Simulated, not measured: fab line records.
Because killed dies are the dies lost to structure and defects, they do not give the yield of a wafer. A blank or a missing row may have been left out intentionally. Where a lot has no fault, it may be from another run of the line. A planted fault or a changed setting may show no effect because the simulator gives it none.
Which tool is to blame?	flow n5_finfet	Sampling: 14 lots, 37 wafers, 4 of 1938 route steps

## WHAT EACH GAUGE READ, for each wafer
N5_FIN_SAQP_CD_MEAS_27 targets a cd of 20 nm.
lot	measured	on	cd_nm (nm)
L350	day 1 23:52	cd_sem-03	20.30 20.06
L351	day 2 05:45	cd_sem-02	20.27 19.68
L352	day 2 11:46	cd_sem-01	20.79 20.53 20.66
L353	day 2 18:19	cd_sem-02	20.17 20.26
L354	day 3 00:34	cd_sem-01	20.47 20.67
L355	day 3 06:08	cd_sem-02	20.21 20.41
L356	day 3 13:01	cd_sem-03	20.02 20.17 20.20
L357	day 3 17:58	cd_sem-02	20.07 20.00 20.33
L358	day 4 00:50	cd_sem-02	20.29 20.47 20.15
L359	day 4 06:10	cd_sem-02	20.19 20.05 20.37
L363	day 5 09:29	cd_sem-01	16.15 15.57 16.25
L365	day 5 17:58	cd_sem-02	15.66 15.82 15.96
L372	day 7 13:13	cd_sem-02	20.30 20.39 20.41
L373	day 7 18:17	cd_sem-01	20.33 19.95 20.34

## EACH LOT AND THE TOOL THAT RAN IT (in order: tool; ch and the chambers of the sampled wafers; start)
lot	N5_FIN_SAQP_HM_DEP_72	N5_FIN_SAQP_SPACER1_ALD_24	N5_FIN_SAQP_MANDREL1_REMOVE_56
L350	pecvd-04 ch 0,1, day 1 21:11	ald_sin-02 ch 1,2, day 1 22:57	rie_si-02 ch 0,1, day 1 23:45
L351	pecvd-01 ch 0,1, day 2 03:01	ald_sin-03 ch 1,3, day 2 04:50	rie_si-01 ch 0,2, day 2 05:38
L352	pecvd-04 ch 0,1, day 2 09:20	ald_sin-02 ch 0,3, day 2 10:51	rie_si-04 ch 2,3, day 2 11:40
L353	pecvd-04 ch 0,1, day 2 15:54	ald_sin-02 ch 0,2, day 2 17:24	rie_si-01 ch 2,3, day 2 18:13
L354	pecvd-04 ch 1, day 2 21:46	ald_sin-03 ch 2,3, day 2 23:38	rie_si-04 ch 0,3, day 3 00:27
L355	pecvd-03 ch 1,2, day 3 03:32	ald_sin-03 ch 1,2, day 3 05:12	rie_si-01 ch 0,1, day 3 06:01
L356	pecvd-04 ch 0,1,2, day 3 10:17	ald_sin-01 ch 2,3, day 3 12:05	rie_si-02 ch 0,1, day 3 12:54
L357	pecvd-03 ch 0,1, day 3 15:04	ald_sin-03 ch 0,2,3, day 3 17:02	rie_si-04 ch 0,1, day 3 17:51
L358	pecvd-04 ch 1,2, day 3 21:43	ald_sin-01 ch 0,2,3, day 3 23:55	rie_si-01 ch 1,2, day 4 00:43
L359	pecvd-03 ch 1,2, day 4 03:40	ald_sin-03 ch 0,1,2, day 4 05:12	rie_si-04 ch 0,1,2, day 4 06:04
L363	pecvd-01 ch 0,1, day 5 06:41	ald_sin-01 ch 0,1,2, day 5 08:34	rie_si-04 ch 1,2, day 5 09:22
L365	pecvd-01 ch 1,2, day 5 15:04	ald_sin-01 ch 0,1,2, day 5 17:03	rie_si-02 ch 1,3, day 5 17:51
L372	pecvd-04 ch 1,2, day 7 10:20	ald_sin-02 ch 0,1,2, day 7 12:10	rie_si-04 ch 0,2,3, day 7 13:06
L373	pecvd-04 ch 0,2, day 7 15:41	ald_sin-02 ch 1,2, day 7 17:22	rie_si-01 ch 1,2,3, day 7 18:11
- N5_FIN_SAQP_HM_DEP_72: deposits SiO2 from SiH4/N2O, target thk 12 nm, time 7.2 s.
- N5_FIN_SAQP_SPACER1_ALD_24: deposits SiO2, target thk 20.3 nm, pulse time 1 s, purge time 2 s.
- N5_FIN_SAQP_MANDREL1_REMOVE_56: chemistry HBr/Cl2/O2, target a-Si, stops on SiNx, bt time 10 s.

## AS READ BY THE TOOLS THEMSELVES (means over the sampled wafers that have a number; for cases with no such wafer, the mark the record gives instead)
N5_FIN_SAQP_HM_DEP_72.
lot	tool	heater_power_w (W)	showerhead_plenum_p_Torr (Torr)
L350	pecvd-04	732	8.07
L351	pecvd-01	768	8.17
L352	pecvd-04	742	8.02
L353	pecvd-04	722	8.05
L354	pecvd-04	714	7.96
L355	pecvd-03	691	8.06
L356	pecvd-04	738	8.04
L357	pecvd-03	775	8.13
L358	pecvd-04	752	7.95
L359	pecvd-03	694	8.08
L363	pecvd-01	791	8.19
L365	pecvd-01	764	8.16
L372	pecvd-04	765	7.99
L373	pecvd-04	808	8.05

N5_FIN_SAQP_SPACER1_ALD_24.
lot	tool	heater_power_w (W)	precursor_pulse_height_rel
L350	ald_sin-02	460	0.984
L351	ald_sin-03	506	1.030
L352	ald_sin-02	495	1.004
L353	ald_sin-02	500	0.986
L354	ald_sin-03	437	1.003
L355	ald_sin-03	460	1.018
L356	ald_sin-01	479	0.979
L357	ald_sin-03	455	0.983
L358	ald_sin-01	513	1.002
L359	ald_sin-03	478	1.020
L363	ald_sin-01	425	0.999
L365	ald_sin-01	420	0.996
L372	ald_sin-02	474	1.005
L373	ald_sin-02	446	1.020

N5_FIN_SAQP_MANDREL1_REMOVE_56.
lot	tool	drypump_motor_current_A (A)	oes_product_au (a.u.)	throttle_valve_pct (%)
L350	rie_si-02	5.9	0.992	36.8
L351	rie_si-01	5.5	0.988	36.8
L352	rie_si-04	5.7	1.000	36.9
L353	rie_si-01	5.8	0.986	37.2
L354	rie_si-04	5.6	1.002	36.4
L355	rie_si-01	5.8	1.016	36.7
L356	rie_si-02	5.7	0.991	36.8
L357	rie_si-04	5.7	0.999	36.3
L358	rie_si-01	5.8	1.006	36.6
L359	rie_si-04	5.7	1.000	36.6
L363	rie_si-04	5.7	0.988	36.9
L365	rie_si-02	6.4	0.970	36.7
L372	rie_si-04	5.6	0.992	36.6
L373	rie_si-01	5.9	1.000	37.0

## THE ANSWER, worked out from the rows above alone
Rule: the lots themselves supply what counts as usual. The widest of any qualifying gaps counts: lots, ordered by their means at a reading, are off when they make up no more than a third of the lots, leave a main group of 4 or more, and stand apart from it by 3 or more times the standard deviation of that group's means. Not used: any main group whose means are identical at the precision the tables above print for the reading. Also off: a lot with no number at a reading for which 4 or more lots have one. Any other lot the step has rows for is counted as sound. Order of review: gauges by route order, followed by the tools' own readings, for which a lot's mean as printed above is used. The first step at which some lot is off is used, and at that step the reading that is off furthest; a lot without a number counts as furthest.
Off at N5_FIN_SAQP_CD_MEAS_27 (cd_nm): L363, L365. The main group has a mean of 20.27 nm with a standard deviation of 0.18.
A tool fits if, at a process step before that reading, it ran every lot that is off, and no sound lot after the first of them. The gauges at N5_FIN_SAQP_CD_MEAS_27 are tried like those tools. Undecided on this evidence; 2 tools fit (pecvd-01 at N5_FIN_SAQP_HM_DEP_72, ald_sin-01 at N5_FIN_SAQP_SPACER1_ALD_24).

## WHAT THE SIMULATOR HAD PUT IN
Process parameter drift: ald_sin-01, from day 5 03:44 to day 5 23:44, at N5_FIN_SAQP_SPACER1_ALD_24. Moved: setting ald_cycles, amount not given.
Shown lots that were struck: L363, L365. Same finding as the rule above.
